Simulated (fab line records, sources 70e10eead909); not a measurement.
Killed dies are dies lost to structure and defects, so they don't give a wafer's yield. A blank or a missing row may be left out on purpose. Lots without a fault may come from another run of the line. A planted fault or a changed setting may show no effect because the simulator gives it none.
Chamber matching | flow nand_harc | NHARC_A_STAIRCASE_ETCH_271 on rie_diel-09: 4 sister chambers
The step etches the open film in CF4/CHF3. 18 wafers are shown with their chamber, then 9 later ones without.

WAFERS WITH THEIR CHAMBER
wafer  | chamber | drypump_motor_current_A (A) | showerhead_plenum_p_Torr (Torr) | rf_vpp_V (V)
L075.2 | 3       | 6.5                         | 1.58                            | 371.2
L075.3 | 1       | 4.7                         | 1.59                            | 369.9
L075.5 | 2       | 6.1                         | 1.70                            | 374.8
L080.1 | 2       | 6.1                         | 1.69                            | 374.0
L080.3 | 1       | 4.7                         | 1.59                            | 370.5
L080.5 | 1       | 4.7                         | 1.59                            | 371.6
L082.1 | 3       | 6.5                         | 1.58                            | 371.3
L082.3 | 2       | 6.2                         | 1.69                            | 373.9
L082.6 | 2       | 6.1                         | 1.69                            | 373.1
L089.2 | 2       | 6.1                         | 1.69                            | 374.0
L089.4 | 1       | 4.7                         | 1.58                            | 372.7
L089.5 | 2       | 6.1                         | 1.69                            | 374.1
L090.3 | 2       | 6.1                         | 1.69                            | 374.4
L090.4 | 0       | 6.0                         | 1.47                            | 366.9
L090.6 | 3       | 6.4                         | 1.57                            | 373.6
L092.2 | 1       | 4.7                         | 1.58                            | 371.0
L092.4 | 3       | 6.4                         | 1.57                            | 370.3
L092.6 | 0       | 6.0                         | 1.47                            | 368.1

SIGNATURES (means of the wafers above)
reading                  | chamber 0 | chamber 1 | chamber 2 | chamber 3 | scatter within a chamber
drypump_motor_current_A  | 6.000     | 4.700     | 6.114     | 6.450     | 0.0364
showerhead_plenum_p_Torr | 1.4700    | 1.5860    | 1.6914    | 1.5750    | 0.00467
rf_vpp_V                 | 367.500   | 371.140   | 374.043   | 371.600   | 0.96
Rule: a wafer's distance from a chamber is the root of the sum, over the readings, of the square of ((its reading less the chamber's mean) divided by the reading's scatter). The wafer belongs to the nearest chamber; if the next one is less than 2 further off, it can't be placed. The scatter: the root of (the sum of the squares of (reading less its chamber's mean) over the shown wafers, divided by (wafers less chambers)).

WAFERS WITHOUT THEIR CHAMBER
wafer  | drypump_motor_current_A (A) | showerhead_plenum_p_Torr (Torr) | rf_vpp_V (V)
L093.2 | 6.1                         | 1.68                            | 373.3
L093.5 | 6.2                         | 1.68                            | 375.1
L093.6 | 4.7                         | 1.58                            | 370.8
L094.2 | 6.1                         | 1.68                            | 373.7
L094.4 | 4.7                         | 1.58                            | 370.9
L094.6 | 6.0                         | 1.47                            | 367.3
L096.1 | 6.1                         | 1.68                            | 373.9
L096.2 | 6.0                         | 1.47                            | 366.7
L096.3 | 4.7                         | 1.57                            | 370.4

WHICH CHAMBER EACH WENT THROUGH
wafer  | from the rows above | in truth
L093.2 | 2                   | 2
L093.5 | 2                   | 2
L093.6 | 1                   | 1
L094.2 | 2                   | 2
L094.4 | 1                   | 1
L094.6 | 0                   | 0
L096.1 | 2                   | 2
L096.2 | 0                   | 0
L096.3 | 1                   | 1
Placed correctly: 9 of 9. Can't be placed from these rows: 0. Placed wrongly: 0.
